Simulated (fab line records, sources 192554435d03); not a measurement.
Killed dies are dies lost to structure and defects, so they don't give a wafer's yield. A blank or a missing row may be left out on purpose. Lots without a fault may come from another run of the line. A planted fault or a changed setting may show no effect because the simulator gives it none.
Split-lot experiment | flow n5_finfet | 7 lots, 21 wafers read, on a route of 1938 steps

THE SPLIT
At N5_DUMMY_GATE_COAT_35 (time 60 s, resist thk 10 nm), the setting spin_rpm was moved away from the recipe's 1500 rpm on 7 of the 21 wafers read, by -11.2% to -5.3%. The other wafers ran this setting at the recipe's value.

The reading is taken at the split's own step.

THE READING
SiARC_of_DUMMY_GATE_COAT_35.thk_nm (the simulator's own value, which no gauge read), in nm, at N5_DUMMY_GATE_COAT_35 (time 60 s, resist thk 10 nm). The file gives no usual value for it. The 14 wafers here that ran the recipe average 10.0 nm, standard deviation 0.052 nm.

wafer  | tool, chamber at the split | spin_rpm as run, rpm | against the recipe | SiARC_of_DUMMY_GATE_COAT_35.thk_nm, nm | against lot-mates on the recipe
L076.2 | litho_track-05, 0          | 1500                 | recipe             | 10                                     | -
L076.3 | litho_track-05, 0          | 1500                 | recipe             | 10                                     | -
L076.6 | litho_track-05, 0          | 1500                 | recipe             | 10                                     | -
L084.1 | litho_track-05, 0          | 1354                 | -9.7%              | 10.6                                   | +0.6
L084.5 | litho_track-05, 0          | 1354                 | -9.7%              | 10.6                                   | +0.6
L084.6 | litho_track-05, 0          | 1500                 | recipe             | 10                                     | -
L088.1 | litho_track-05, 0          | 1500                 | recipe             | 10                                     | -
L088.4 | litho_track-05, 0          | 1500                 | recipe             | 10                                     | -
L088.5 | litho_track-05, 0          | 1500                 | recipe             | 10                                     | -
L089.2 | litho_track-04, 0          | 1500                 | recipe             | 10                                     | -
L089.5 | litho_track-04, 0          | 1500                 | recipe             | 10                                     | -
L089.6 | litho_track-04, 0          | 1500                 | recipe             | 10                                     | -
L090.3 | litho_track-04, 0          | 1332                 | -11.2%             | 10.6                                   | +0.6
L090.6 | litho_track-04, 0          | 1332                 | -11.2%             | 10.6                                   | +0.6
L090.5 | litho_track-04, 0          | 1500                 | recipe             | 10                                     | -
L093.2 | litho_track-05, 0          | 1500                 | recipe             | 10                                     | -
L093.5 | litho_track-05, 0          | 1500                 | recipe             | 10                                     | -
L093.4 | litho_track-05, 0          | 1500                 | recipe             | 10.2                                   | -
L094.2 | litho_track-05, 0          | 1421                 | -5.3%              | 10.2                                   | no lot-mate on the recipe
L094.4 | litho_track-05, 0          | 1421                 | -5.3%              | 10.2                                   | no lot-mate on the recipe
L094.6 | litho_track-05, 0          | 1421                 | -5.3%              | 10.4                                   | no lot-mate on the recipe

THE FIT
A straight line over all 21 wafers: SiARC_of_DUMMY_GATE_COAT_35.thk_nm changes by -0.0548 nm for each +1% of spin_rpm; r = -0.97; the points scatter about the line by 0.063 nm.
The same after taking each lot's own level away (the mean of its wafers on the recipe; 18 wafers): -0.057 nm for each +1%; r = -0.99; scatter 0.046 nm.
On that fit, the largest move of spin_rpm shifts the reading by 0.64 nm.
The lots' own levels span 10.00 to 10.07 nm, that is 1.3 times the standard deviation above.
So the lot-to-lot level changes the slope little: the two slopes agree.
Check: with one of the wafers moved furthest among these (-11.2%) left out of the fit, the line predicts +0.654 nm for it against its lot-mates. It came out at +0.6 nm against them.

OTHER SPLITS ON THESE WAFERS
These wafers also went through other splits before the reading. Each is held against what the fit with the lots' levels taken away leaves over:
other split on the same wafers        | wafers away from the commonest value | r with SiARC_of_DUMMY_GATE_COAT_35.thk_nm (lot level and that fit taken away)
N5_WELL_APT_EXPOSE_22 dose_mj         | 6                                    | -0.26
N5_FIN_SAQP_PECVD_06 time_s           | 7                                    | -0.24
N5_FIN_SAQP_DEVELOP_15 develop_time_s | 6                                    | -0.20
N5_FIN_CUT_EXPOSE_05 dose_mj          | 3                                    | +0.00
N5_DUMMY_GATE_CVD_03 temp_c           | 12                                   | -0.13

THE FILE'S OWN FIT
SiARC_of_DUMMY_GATE_COAT_35.thk_nm changes by -0.057 nm for each +1% of spin_rpm, r = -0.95.
